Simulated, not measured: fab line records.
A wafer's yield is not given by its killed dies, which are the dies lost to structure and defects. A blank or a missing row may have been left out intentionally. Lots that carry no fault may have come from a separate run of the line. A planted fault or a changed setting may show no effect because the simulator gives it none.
A struck lot beside a sound one | flow nandHarc | 40 steps out of a route of 1159
Sound: these wafers, L954.3, L954.4, L954.6. Struck: wafer L957.2 (left out: L957.5, L957.6 of the same lot, which were not struck); the cause appears at the end.
Per side, at each step with rows, come the tool, then ch with its chambers, and then its first start. Under that, the readings that differ: sound wafers | struck wafers | difference of the means | sigmas: that difference in standard deviations of wafers without a fault.
alike: readings whose means differ by less than 2 such deviations, and words and numbers that are the same on both sides. not compared: withheld readings, readings that some wafer has no value for, bounds like >300 that may hide the same value, and numbers for which the record gives no deviation and whose values overlap.
Wherever a step has rows on one side only, a row that says differs or no value, or a row with sigmas, the two part there. When numbers do not overlap yet have no deviation, they are printed without sigmas and do not part them. A reading missing from all wafers of one side parts the sides only when that side holds two or more wafers.

first, 6 steps without rows for these wafers: NHARC_P_M1_PRE_CLEAN_30 (time 30 s); NHARC_P_M1_PVD_20 (deposits TaN, target thk 5 nm, time 8.06 s); NHARC_P_M1_PVD_21 (deposits Cu, target thk 30 nm, time 20.49 s); NHARC_P_M1_ECD_22 (material Cu, target thk 400 nm); NHARC_P_M1_ANNEAL_31 (time 90 s); NHARC_P_M1_CMP_23 (polishes, t overpolish 20 s, target thk 157.82 nm).
NHARC_P_M1_THK_MEAS_24: measures by xrf.
  sound on filmMetro-02 at day 6 09:52; struck on filmMetro-02 at day 7 12:25
  alike: thkNm
next, for these wafers, 1 step has no rows: NHARC_P_M1_SRD_25.
NHARC_P_M1_INSPECT_27:
  sound on defectInspect-01 at day 6 10:01; struck on defectInspect-02 at day 7 12:35
  alike: rawDefectCount
then, 2 steps without rows for these wafers: NHARC_P_M1_PRE_CLEAN_32 (time 12 s); NHARC_P_M1_DEP_33 (deposits SiCN, target thk 30 nm).
NHARC_P_M2_DEP_00: deposits SiOC, target thk 182.5 nm.
  sound on pecvd-04 ch 0,1,2, day 6 10:38; struck on pecvd-04 ch 0,1,2, day 7 13:38
then, 9 steps without rows for these wafers: NHARC_P_M2_DEHYDRATE_01 (time 120 s); NHARC_P_M2_HMDS_02 (time 30 s); NHARC_P_M2_COAT_34 (time 65 s); NHARC_P_M2_COAT_03 (resist thk 90 nm); NHARC_P_M2_SOFTBAKE_04 (time 55 s); NHARC_P_M2_EBR_05; NHARC_P_M2_EXPOSE_06 (exposes mask P M2, target cd 170 nm); NHARC_P_M2_PEB_07 (peb time 65 s); NHARC_P_M2_DEVELOP_08 (develop time 35 s).
NHARC_P_M2_CD_MEAS_09: target cd 170 nm.
  sound on cdSem-03 ch 0, day 6 11:25; struck on cdSem-01 ch 0, day 7 14:16
  alike: cdNm
NHARC_P_M2_OVL_MEAS_10: pitch 340 nm.
  sound on overlay-02 at day 6 11:31; struck on overlay-02 at day 7 14:22
  alike: overlayXNm, overlayYNm
NHARC_P_M2_INSPECT_11:
  sound on defectInspect-01 at day 6 11:33; struck on defectInspect-01 at day 7 14:23
  alike: rawDefectCount
then, 3 steps without rows for these wafers: NHARC_P_M2_DESCUM_14 (chemistry O2, time 3 s); NHARC_P_M2_ETCH_35 (etches the open film in N2/H2, target depth 40 nm, overetch 12 nm, time 43.94 s); NHARC_P_M2_ETCH_15 (etches the open film in C4F8/Ar, target depth 182.5 nm, time 91.2 s).
NHARC_P_M2_CD_MEAS_16:
  sound on cdSem-02 at day 6 11:55; struck on cdSem-03 at day 7 14:46
  alike: cdNm
then, 1 step without rows for these wafers: NHARC_P_M2_STRIP_18 (strips in N2/H2).
NHARC_P_M2_ETCH_28: etches the open film in CF4/N2, target depth 30 nm, time 72.99 s.
  sound: rieDiel-09 ch 1,2; struck: rieDiel-13 ch 3
reading                      | sound             | struck | difference | sigmas
rfVppV (V)                   | 311.2 311.1 312.3 | 315.2  | +3.7       | +2
showerheadPlenumPTorr (Torr) | 2.45 2.50 2.50    | 2.68   | +0.20      | +3
  alike: drypumpMotorCurrentA, oesProductAu, throttleValvePct
  not compared: rfHoursCounterH
then, 2 steps without rows for these wafers: NHARC_P_M2_STRIP_19 (strips in post etch residue remover, time 600 s); NHARC_P_M2_DEGAS_29 (time 60 s).
NHARC_P_M2_PRE_CLEAN_30: time 30 s.
  sound on pvdSputter-01; struck on pvdSputter-02
reading          | sound       | struck | difference | sigmas
heaterPowerW (W) | 420 462 443 | 327    | -115       | -3
NHARC_P_M2_PVD_20: deposits TaN, target thk 5 nm, time 8.06 s.
  sound on pvdSputter-01; struck on pvdSputter-02
  alike: throttleValvePct
NHARC_P_M2_PVD_21: deposits Cu, target thk 30 nm, time 20.49 s.
  sound on pvdSputter-01; struck on pvdSputter-02
  alike: throttleValvePct
then, 2 steps without rows for these wafers: NHARC_P_M2_ECD_22 (material Cu, target thk 400 nm); NHARC_P_M2_ANNEAL_31 (time 90 s).
NHARC_P_M2_CMP_23: polishes, t overpolish 20 s, target thk 144.3 nm.
  sound on cmp-04 ch 0,2,3, day 6 13:46; struck on cmp-02 ch 2, day 7 16:35
  alike: motorCurrentA, slurryFlowMlMin, timeToEndpointS
next, for these wafers, 1 step has no rows: NHARC_P_M2_SRD_25.
-- the record jumps here: 13 days lie between the struck wafers' starts before and after (it left off in module P_M2 and takes up again in module END, whose first step shown is number 1159 of the route) --
NHARC_END_SORT_01:
  only the struck wafers appear in the record here, on prober-01 ch 0 at day 20 17:30; the sound ones have no rows

== WHERE THEY PART ==
Earliest at NHARC_P_M2_ETCH_28; latest, in this record, at NHARC_END_SORT_01.

WHY: the cause the simulator had injected
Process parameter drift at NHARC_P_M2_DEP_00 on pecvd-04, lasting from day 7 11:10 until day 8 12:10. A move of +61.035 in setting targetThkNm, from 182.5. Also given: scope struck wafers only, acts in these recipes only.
